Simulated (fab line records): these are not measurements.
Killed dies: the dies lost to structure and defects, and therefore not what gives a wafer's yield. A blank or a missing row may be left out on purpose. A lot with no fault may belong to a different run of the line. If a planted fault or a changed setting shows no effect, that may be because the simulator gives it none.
A struck lot beside a sound one || flow n5 finfet || 14 steps out of a route of 1938
Sound: these wafers, L798.1, L798.3, L798.6. Struck: wafers L793.2, L793.5, L793.6. The cause is named last.
For every step that has rows: the tool of each side, followed by ch and its chambers, followed by its first start. Under that, the readings that differ: sound wafers || struck wafers || difference of the means || sigmas: that difference in standard deviations of wafers without a fault.
alike: readings whose means differ by less than 2 such deviations, and words and numbers that are the same on both sides. not compared: withheld readings, readings that some wafer has no value for, bounds like >300 that may hide the same value, and numbers for which the record gives no deviation and whose values overlap.
A row with sigmas, a row that says differs or no value, or rows on one side alone: a step with any of these is where the two part. Non-overlapping numbers with no deviation appear without sigmas and do not part them. A reading that every wafer of one side lacks parts them only if that side has two wafers or more.

N5_PASSIVATION_AL_ETCH_33: etches Al in Cl2/BCl3, stops on TaN, target depth 2800 nm, time 466.7 s.
  sound on rie metal-01 ch 0,1, day 16 09:10; struck on rie metal-01 ch 0,1, day 14 14:31
  alike: drypump motor current A, oes product au, throttle valve pct
  not compared: rf hours counter h
N5_PASSIVATION_ETCH_59: etches TaN in Cl2/BCl3, target depth 65 nm, time 34.9 s.
  sound on rie metal-01 ch 0,1, day 16 09:34; struck on rie metal-01 ch 0,1, day 14 14:55
  alike: drypump motor current A, oes product au, throttle valve pct
  not compared: rf hours counter h
N5_PASSIVATION_STRIP_34: strips in O2.
  sound on rie diel-05 ch 1,2,3, day 16 09:44; struck on rie diel-06 ch 0,2,3, day 14 15:03
  alike: drypump motor current A, oes product au, rf vpp V, showerhead plenum p Torr, throttle valve pct
  not compared: rf hours counter h
then, 4 steps without rows for these wafers: N5_PASSIVATION_STRIP_51 (strips in post etch residue remover, time 1200 s); N5_PASSIVATION_CLEAN_69 (cleans in IPA, time 180 s); N5_PASSIVATION_SRD_70 (time 30 s); N5_PASSIVATION_PECVD_53 (deposits SiO2 from TEOS/O2, target thk 800 nm, time 169.4 s).
N5_PASSIVATION_PECVD_35: deposits SiNx from SiH4/NH3/N2, target thk 700 nm, time 151.3 s.
  sound on pecvd-02 ch 0,1,2, day 16 10:21; struck on pecvd-03 ch 0,1,2, day 14 15:40
  alike: chamber pressure Torr, heater power w, showerhead plenum p Torr, susceptor temp C, throttle valve pct
then, 4 steps without rows for these wafers: N5_PASSIVATION_HMDS_37 (time 60 s); N5_PASSIVATION_COAT_38; N5_PASSIVATION_EBR_40; N5_PASSIVATION_SOFTBAKE_39 (time 120 s).
N5_PASSIVATION_EXPOSE_41: exposes mask PASS OPEN, defocus 0 nm, target cd 40000 nm.
  sound on krf scanner-02 ch 0, day 16 10:36; struck on krf scanner-01, day 14 15:55
  no value came back on the struck wafers for exposure dose mJ cm2, focus offset nm (nm); on the sound wafers exposure dose mJ cm2 reads 57.32 57.22 57.15
  alike: mask
then, 1 step without rows for these wafers: N5_PASSIVATION_PEB_42.

== WHERE THEY PART ==
N5_PASSIVATION_EXPOSE_41 only, going by this record.

WHY: what the simulator had put in
Entire step skipped (krf scanner-01, N5_PASSIVATION_EXPOSE_41), from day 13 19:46 onward. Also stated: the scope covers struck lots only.
